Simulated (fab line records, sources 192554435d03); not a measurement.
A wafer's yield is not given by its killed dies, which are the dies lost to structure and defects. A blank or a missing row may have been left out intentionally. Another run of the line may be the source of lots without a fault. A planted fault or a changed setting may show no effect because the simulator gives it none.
Matching of chambers | flow n5_finfet | N5_DUMMY_GATE_DESCUM_20 on rie_diel-05 has 4 sister chambers
The step chemistry O2, time 6.2 s. 14 wafers are shown with their chamber, then 7 later ones without.

EACH WAFER AND ITS CHAMBER
wafer  | chamber | showerhead_plenum_p_Torr (Torr) | throttle_valve_pct (%) | oes_product_au (a.u.)
L079.2 | 1       | 1.99                            | 20.38                  | 0.72
L079.3 | 2       | 2.16                            | 20.04                  | 0.68
L079.5 | 3       | 2.05                            | 19.98                  | 0.70
L082.1 | 1       | 1.99                            | 20.39                  | 0.71
L082.4 | 3       | 2.04                            | 19.99                  | 0.70
L082.6 | 3       | 2.04                            | 19.99                  | 0.70
L085.2 | 3       | 2.04                            | 20.00                  | 0.68
L085.5 | 0       | 2.13                            | 19.81                  | 0.93
L085.6 | 1       | 1.99                            | 20.40                  | 0.71
L086.1 | 1       | 1.99                            | 20.40                  | 0.72
L086.3 | 0       | 2.13                            | 19.82                  | 0.94
L086.4 | 3       | 2.04                            | 20.01                  | 0.68
L089.4 | 2       | 2.16                            | 20.06                  | 0.68
L089.5 | 3       | 2.04                            | 20.01                  | 0.67

SIGNATURES (averages over the wafers above)
reading                  | chamber 0 | chamber 1 | chamber 2 | chamber 3 | scatter within a chamber
showerhead_plenum_p_Torr | 2.1300    | 1.9900    | 2.1600    | 2.0417    | 0.00289
throttle_valve_pct       | 19.8150   | 20.3925   | 20.0500   | 19.9967   | 0.0112
oes_product_au           | 0.9350    | 0.7150    | 0.6800    | 0.6883    | 0.0102
Rule: for a wafer and a chamber, the distance is found by dividing, reading by reading, the gap between the wafer's reading and the chamber's mean by the reading's scatter, squaring, summing and taking the root. The wafer belongs to the nearest chamber; if the next one is less than 2 further off, it can't be placed. The scatter is the square root of a quotient: the sum, over the shown wafers, of each reading's squared deviation from its chamber's mean, divided by wafers minus chambers.

WAFERS WITH NO CHAMBER GIVEN
wafer  | showerhead_plenum_p_Torr (Torr) | throttle_valve_pct (%) | oes_product_au (a.u.)
L089.6 | 2.13                            | 19.85                  | 0.92
L094.1 | 2.15                            | 20.06                  | 0.68
L094.2 | 2.12                            | 19.83                  | 0.91
L094.6 | 2.04                            | 20.02                  | 0.68
L097.1 | 1.98                            | 20.41                  | 0.68
L097.3 | 2.15                            | 20.07                  | 0.66
L097.5 | 2.12                            | 19.85                  | 0.89

WHICH CHAMBER EACH WENT THROUGH
wafer  | from the rows above | in truth
L089.6 | 0                   | 0
L094.1 | 2                   | 2
L094.2 | 0                   | 0
L094.6 | 3                   | 3
L097.1 | 1                   | 1
L097.3 | 2                   | 2
L097.5 | 0                   | 0
Correct placement for 7 of the 7. From these rows, 0 cannot be placed. Wrongly placed: 0.
